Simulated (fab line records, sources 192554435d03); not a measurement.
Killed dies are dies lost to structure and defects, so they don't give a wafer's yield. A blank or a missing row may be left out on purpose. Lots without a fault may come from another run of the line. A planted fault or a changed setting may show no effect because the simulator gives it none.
Split-lot experiment | flow n5_finfet | 7 lots, 39 wafers read, on a route of 1938 steps

THE SPLIT
At N5_FIN_SAQP_HM_DEP_03 (deposits SiNx from SiH4/NH3/N2, target thk 38 nm, time 33.6 s), the setting time_s was moved away from the recipe's 33.6 s on 15 of the 39 wafers read, by -52.3% to +53.1%. The other wafers ran this setting at the recipe's value.

FROM THE SPLIT TO THE READING: what the file shows between them, 8 steps
- N5_FIN_SAQP_THK_MEAS_05
- N5_FIN_SAQP_PECVD_47: deposits a-Si from SiH4/He, target thk 45 nm, time 36.3 s
- N5_FIN_SAQP_PECVD_48: deposits SiNx from SiH4/NH3/N2, target thk 25 nm, time 22.1 s
- N5_FIN_SAQP_MANDREL2_REMOVE_60: chemistry HBr/Cl2/O2, target a-Si, stops on SiNx, bt time 10 s
- N5_FIN_SAQP_HM_OPEN_33: chemistry CH3F/O2, target SiNx, target depth 49.4 nm, time 70.6 s
- N5_FIN_SAQP_ETCH_34: etches SiO2 in C4F6/O2, target depth 45 nm, time 15 s
- N5_FIN_SAQP_STRIP_77: strips in N2/H2, time 90 s
- N5_FIN_SAQP_ETCH_64: etches SiO2 in CF4, target depth 1.5 nm

THE READING
SiNx_of_FIN_SAQP_HM_DEP_03.thk_nm (the simulator's own value, which no gauge read), in nm, at N5_FIN_SAQP_FIN_ETCH_36 (etches the open film in HBr/Cl2/O2, target depth 120 nm, time 50.4 s). The file gives no usual value for it. The 24 wafers here that ran the recipe average 21.2 nm, standard deviation 0.77 nm.

wafer  | tool, chamber at the split | time_s as run, s | against the recipe | SiNx_of_FIN_SAQP_HM_DEP_03.thk_nm, nm | against lot-mates on the recipe
L074.1 | pecvd-04, 2                | 17.96            | -46.5%             | 2.4                                   | -19.3
L074.2 | pecvd-04, 1                | 33.6             | recipe             | 20.6                                  | -
L074.3 | pecvd-04, 0                | 17.96            | -46.5%             | 2.6                                   | -19.1
L074.4 | pecvd-04, 0                | 33.6             | recipe             | 22.4                                  | -
L074.5 | pecvd-04, 1                | 33.6             | recipe             | 22                                    | -
L074.6 | pecvd-04, 2                | 17.96            | -46.5%             | 3.2                                   | -18.5
L076.1 | pecvd-04, 1                | 33.6             | recipe             | 21                                    | -
L076.2 | pecvd-04, 2                | 33.6             | recipe             | 20.6                                  | -
L076.3 | pecvd-04, 0                | 33.6             | recipe             | 21.4                                  | -
L076.5 | pecvd-04, 0                | 33.6             | recipe             | 21.4                                  | -
L076.4 | pecvd-04, 2                | 33.6             | recipe             | 21.6                                  | -
L076.6 | pecvd-04, 1                | 33.6             | recipe             | 22.8                                  | -
L079.1 | pecvd-01, 0                | 24.26            | -27.8%             | 10.8                                  | -10.7
L079.4 | pecvd-01, 1                | 24.26            | -27.8%             | 10.8                                  | -10.7
L079.2 | pecvd-01, 2                | 24.26            | -27.8%             | 9.8                                   | -11.7
L079.3 | pecvd-01, 1                | 33.6             | recipe             | 21.8                                  | -
L079.5 | pecvd-01, 2                | 33.6             | recipe             | 20.6                                  | -
L079.6 | pecvd-01, 0                | 33.6             | recipe             | 22                                    | -
L082.1 | pecvd-01, 2                | 33.6             | recipe             | 21.2                                  | -
L082.3 | pecvd-01, 1                | 33.6             | recipe             | 21                                    | -
L082.6 | pecvd-01, 2                | 33.6             | recipe             | 20.6                                  | -
L088.1 | pecvd-03, 2                | 33.6             | recipe             | 19.6                                  | -
L088.2 | pecvd-03, 1                | 51.44            | +53.1%             | 40.6                                  | +20.2
L088.3 | pecvd-03, 0                | 51.44            | +53.1%             | 42                                    | +21.6
L088.4 | pecvd-03, 2                | 33.6             | recipe             | 20                                    | -
L088.5 | pecvd-03, 1                | 33.6             | recipe             | 21.6                                  | -
L088.6 | pecvd-03, 0                | 51.44            | +53.1%             | 41.8                                  | +21.4
L091.1 | pecvd-03, 0                | 22.53            | -32.9%             | 8.8                                   | -12.1
L091.2 | pecvd-03, 2                | 33.6             | recipe             | 20.2                                  | -
L091.3 | pecvd-03, 0                | 33.6             | recipe             | 22                                    | -
L091.4 | pecvd-03, 2                | 22.53            | -32.9%             | 6.8                                   | -14.1
L091.5 | pecvd-03, 2                | 33.6             | recipe             | 20.4                                  | -
L091.6 | pecvd-03, 0                | 22.53            | -32.9%             | 8                                     | -12.9
L093.1 | pecvd-01, 1                | 33.6             | recipe             | 21                                    | -
L093.2 | pecvd-01, 0                | 33.6             | recipe             | 21.4                                  | -
L093.3 | pecvd-01, 2                | 16.04            | -52.3%             | 0                                     | -21.1
L093.5 | pecvd-01, 0                | 16.04            | -52.3%             | 0                                     | -21.1
L093.4 | pecvd-01, 2                | 33.6             | recipe             | 20.8                                  | -
L093.6 | pecvd-01, 1                | 16.04            | -52.3%             | 2.2                                   | -18.9

THE FIT
A straight line over all 39 wafers: SiNx_of_FIN_SAQP_HM_DEP_03.thk_nm changes by +0.39 nm for each +1% of time_s; r = +1.00; the points scatter about the line by 0.78 nm.
The same after taking each lot's own level away (the mean of its wafers on the recipe; 39 wafers): +0.397 nm for each +1%; r = +1.00; scatter 0.71 nm.
On that fit, the largest move of time_s shifts the reading by 21 nm.
The lots' own levels span 20.40 to 21.67 nm, that is 1.7 times the standard deviation above.
So the lot-to-lot level changes the slope little: the two slopes agree.
Check: with one of the wafers moved furthest among these (+53.1%) left out of the fit, the line predicts +21.2 nm for it against its lot-mates. It came out at +20.2 nm against them.

OTHER SPLITS ON THESE WAFERS
These wafers also went through other splits before the reading. Each is held against what the fit with the lots' levels taken away leaves over:
other split on the same wafers | wafers away from the commonest value | r with SiNx_of_FIN_SAQP_HM_DEP_03.thk_nm (lot level and that fit taken away)
N5_ZERO_LAYER_PECVD_02 time_s  | 15                                   | +0.21

THE WHOLE CHAIN: every reading that the file lists as answering this split, in the file's order
step                    | what it does                                                         | reading                                                                            | change (the file's fit)               | r (the file's)
N5_FIN_SAQP_HM_DEP_03   | deposits SiNx from SiH4/NH3/N2, target thk 38 nm, time 33.6 s        | SiNx_of_FIN_SAQP_HM_DEP_03.thk_nm (the simulator's own value, which no gauge read) | +0.385 nm for each +1% of the setting | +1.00
N5_FIN_SAQP_THK_MEAS_05 |                                                                      | thk_nm                                                                             | withheld for each +1% of the setting  | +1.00
N5_FIN_SAQP_HM_OPEN_33  | chemistry CH3F/O2, target SiNx, target depth 49.4 nm, time 70.6 s    | etch_rf_on_time_s                                                                  | withheld for each +1% of the setting  | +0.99
N5_FIN_SAQP_HM_OPEN_33  | chemistry CH3F/O2, target SiNx, target depth 49.4 nm, time 70.6 s    | etch.depth_nm (the simulator's own value, which no gauge read)                     | +0.385 nm for each +1% of the setting | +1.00
N5_FIN_SAQP_FIN_ETCH_36 | etches the open film in HBr/Cl2/O2, target depth 120 nm, time 50.4 s | SiNx_of_FIN_SAQP_HM_DEP_03.thk_nm (the simulator's own value, which no gauge read) | +0.396 nm for each +1% of the setting | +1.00

THE FILE'S OWN FIT
SiNx_of_FIN_SAQP_HM_DEP_03.thk_nm changes by +0.396 nm for each +1% of time_s, r = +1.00.
